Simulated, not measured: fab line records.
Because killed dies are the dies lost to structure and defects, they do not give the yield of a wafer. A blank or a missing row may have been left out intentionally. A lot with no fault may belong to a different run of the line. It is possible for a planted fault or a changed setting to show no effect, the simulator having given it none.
Which tool was responsible? + flow nand-harc + 14 lots, 42 wafers sampled, at 5 steps of a route of 1159

WHAT THE GAUGES SHOWED, per wafer
NHARC_A_ONON_D1_THK_MEAS_14: measures by ellipsometry.
| lot  | measured     | on            | thk-nm (nm)    |
|------|--------------|---------------|----------------|
| L743 | day 8 04:32  | film-metro-01 | 1002 1005 1002 |
| L744 | day 8 04:38  | film-metro-01 | 980 981 981    |
| L745 | day 8 04:34  | film-metro-01 | 987 987 986    |
| L748 | day 8 14:24  | film-metro-01 | 995 995 995    |
| L751 | day 9 07:07  | film-metro-01 | 992 990 993    |
| L752 | day 9 19:46  | film-metro-02 | 1023 1024 1023 |
| L755 | day 11 00:13 | film-metro-01 | 1006 1006 1007 |
| L756 | day 11 00:07 | film-metro-01 | 993 993 995    |
| L759 | day 11 23:43 | film-metro-01 | 1005 1006 1005 |
| L760 | day 11 23:28 | film-metro-01 | 996 994 995    |
| L762 | day 11 23:49 | film-metro-01 | 988 988 987    |
| L763 | day 12 22:05 | film-metro-01 | 997 999 999    |
| L764 | day 12 22:05 | film-metro-01 | 996 995 996    |
| L765 | day 13 05:31 | film-metro-02 | 995 996 995    |

NHARC_A_ONON_D1_THK_MEAS_30: measures by ellipsometry.
| lot  | measured     | on            | thk-nm (nm)    |
|------|--------------|---------------|----------------|
| L743 | day 8 14:10  | film-metro-01 | 1006 1008 1008 |
| L744 | day 8 14:16  | film-metro-02 | 986 986 985    |
| L745 | day 8 14:03  | film-metro-02 | 1011 1010 1009 |
| L748 | day 9 00:23  | film-metro-01 | 998 998 996    |
| L751 | day 9 16:29  | film-metro-02 | 981 981 982    |
| L752 | day 10 07:29 | film-metro-02 | 998 997 997    |
| L755 | day 11 11:30 | film-metro-02 | 988 991 988    |
| L756 | day 11 11:17 | film-metro-01 | 1008 1008 1007 |
| L759 | day 12 10:15 | film-metro-02 | 1009 1010 1010 |
| L760 | day 12 10:28 | film-metro-01 | 997 995 996    |
| L762 | day 12 10:07 | film-metro-02 | 1010 1009 1008 |
| L763 | day 13 08:10 | film-metro-01 | 999 997 998    |
| L764 | day 13 08:07 | film-metro-02 | 977 979 977    |
| L765 | day 13 18:16 | film-metro-02 | 1000 1002 1002 |

NHARC_END_SORT_01.
| lot  | measured     | on        | killed-at-array | killed-at-other | killed-at-periphery | killed-dies | killed-open | killed-short |
|------|--------------|-----------|-----------------|-----------------|---------------------|-------------|-------------|--------------|
| L752 | day 21 13:43 | prober-01 | 677 674 675     | 0 0 0           | 0 3 2               | 677 677 677 | 2 4 7       | 0 2 2        |
| L755 | day 23 06:03 | prober-02 | 676             | 0               | 1                   | 677         | 5           | 6            |

WHICH TOOL RAN EACH LOT (tool, then ch and the chambers of the sampled wafers, then the start)
| lot  | NHARC_A_ZERO_WELL_RTA_16         | NHARC_A_CHANNEL_HOLE_D1_DEP_00                                  |
|------|----------------------------------|-----------------------------------------------------------------|
| L743 | rtp-anneal-02 ch 0, day 7 01:41  | acl-dep-01 ch 0, day 8 14:47                                    |
| L744 | rtp-anneal-01 ch 0, day 7 02:25  | acl-dep-03 ch 0, day 8 15:03                                    |
| L745 | rtp-anneal-01 ch 0, day 7 07:22  | acl-dep-02 ch 0, day 8 14:39                                    |
| L748 | rtp-anneal-02 ch 0, day 7 16:21  | acl-dep-01 ch 0, day 9 02:14                                    |
| L751 | rtp-anneal-02 ch 0, day 8 08:04  | acl-dep-02 ch 0, day 9 18:17                                    |
| L752 | rtp-anneal-02 ch 0, day 8 19:48  | acl-dep-02 ch 0, day 10 09:39 and acl-dep-01 ch 0, day 10 12:13 |
| L755 | rtp-anneal-01 ch 0, day 9 22:05  | acl-dep-03 ch 0, day 11 14:33                                   |
| L756 | rtp-anneal-01 ch 0, day 9 22:50  | acl-dep-03 ch 0, day 11 12:40                                   |
| L759 | rtp-anneal-01 ch 0, day 10 22:29 | acl-dep-01 ch 0, day 12 11:18                                   |
| L760 | rtp-anneal-01 ch 0, day 10 23:34 | acl-dep-02 ch 0, day 12 12:37                                   |
| L762 | rtp-anneal-02 ch 0, day 11 01:12 | acl-dep-02 ch 0, day 12 11:40                                   |
| L763 | rtp-anneal-01 ch 0, day 11 22:23 | acl-dep-02 ch 0, day 13 12:08                                   |
| L764 | rtp-anneal-01 ch 0, day 11 22:46 | acl-dep-03 ch 0, day 13 09:49                                   |
| L765 | rtp-anneal-02 ch 0, day 12 06:10 | acl-dep-03 ch 0, day 13 21:49                                   |
- NHARC_A_ZERO_WELL_RTA_16: time 10 s.
- NHARC_A_CHANNEL_HOLE_D1_DEP_00: deposits aC, target thk 3100 nm.

AS READ BY THE TOOLS THEMSELVES (means over the sampled wafers that have a number; for cases with no such wafer, the mark the record gives instead)
NHARC_A_ZERO_WELL_RTA_16.
| lot  | tool          | anneal-temp-c-max | lamp-power-pct (%) | lamp_zone_2_pct (%) | wafer_temp_C_max |
|------|---------------|-------------------|--------------------|---------------------|------------------|
| L743 | rtp-anneal-02 | 1005.9            | 32.5               | 32.5                | 1003.4           |
| L744 | rtp-anneal-01 | 1003.2            | 27.9               | 27.9                | 1008.5           |
| L745 | rtp-anneal-01 | 1003.0            | 27.9               | 27.9                | 1007.5           |
| L748 | rtp-anneal-02 | 1004.8            | 32.5               | 32.5                | 1004.3           |
| L751 | rtp-anneal-02 | 1007.8            | 32.4               | 32.5                | 1005.2           |
| L752 | rtp-anneal-02 | 1007.5            | 32.5               | 32.5                | 1004.6           |
| L755 | rtp-anneal-01 | 1004.1            | 27.9               | 27.9                | 1007.0           |
| L756 | rtp-anneal-01 | 1003.2            | 27.9               | 27.9                | 1008.2           |
| L759 | rtp-anneal-01 | 1003.4            | 27.9               | 27.9                | 1008.7           |
| L760 | rtp-anneal-01 | 1003.9            | 27.9               | 27.9                | 1006.8           |
| L762 | rtp-anneal-02 | 1006.7            | 32.5               | 32.5                | 1004.0           |
| L763 | rtp-anneal-01 | 1004.4            | 27.9               | 27.9                | 1008.0           |
| L764 | rtp-anneal-01 | 1003.0            | 27.9               | 27.9                | 1008.2           |
| L765 | rtp-anneal-02 | 1006.5            | 32.5               | 32.5                | 1004.1           |

NHARC_A_CHANNEL_HOLE_D1_DEP_00.
| lot  | tool                  | throttle-valve-pct (%) |
|------|-----------------------|------------------------|
| L743 | acl-dep-01            | 35.009                 |
| L744 | acl-dep-03            | 34.998                 |
| L745 | acl-dep-02            | 34.995                 |
| L748 | acl-dep-01            | 35.004                 |
| L751 | acl-dep-02            | 35.010                 |
| L752 | acl-dep-02/acl-dep-01 | 34.998                 |
| L755 | acl-dep-03            | 35.005                 |
| L756 | acl-dep-03            | 34.991                 |
| L759 | acl-dep-01            | 35.017                 |
| L760 | acl-dep-02            | 35.006                 |
| L762 | acl-dep-02            | 35.008                 |
| L763 | acl-dep-02            | 34.993                 |
| L764 | acl-dep-03            | 34.997                 |
| L765 | acl-dep-03            | 34.998                 |

THE ANSWER, worked out from the rows above alone
Rule: usual is defined by the lots themselves. Put in order of their means at a reading, lots are off if they are a third of the lots or fewer, leave a main group of 4 or more, and stand apart from it by a gap of 3 or more times the standard deviation of the main group's means; of several such gaps the widest counts. If all means in a main group match to the digits the tables above print for the reading, that group is not used. A lot without any number at a reading at which 4 lots or more have one is off too. Any other lot the step has rows for is counted as sound. First the gauges in route order, then the tools' own readings, where a lot's mean is used as printed above. The first step at which some lot is off is used, and at that step the reading that is off furthest; a lot without a number counts as furthest.
Nothing can be told from this: no lot is off at any reading shown.

WHAT WAS PUT IN BY THE SIMULATOR
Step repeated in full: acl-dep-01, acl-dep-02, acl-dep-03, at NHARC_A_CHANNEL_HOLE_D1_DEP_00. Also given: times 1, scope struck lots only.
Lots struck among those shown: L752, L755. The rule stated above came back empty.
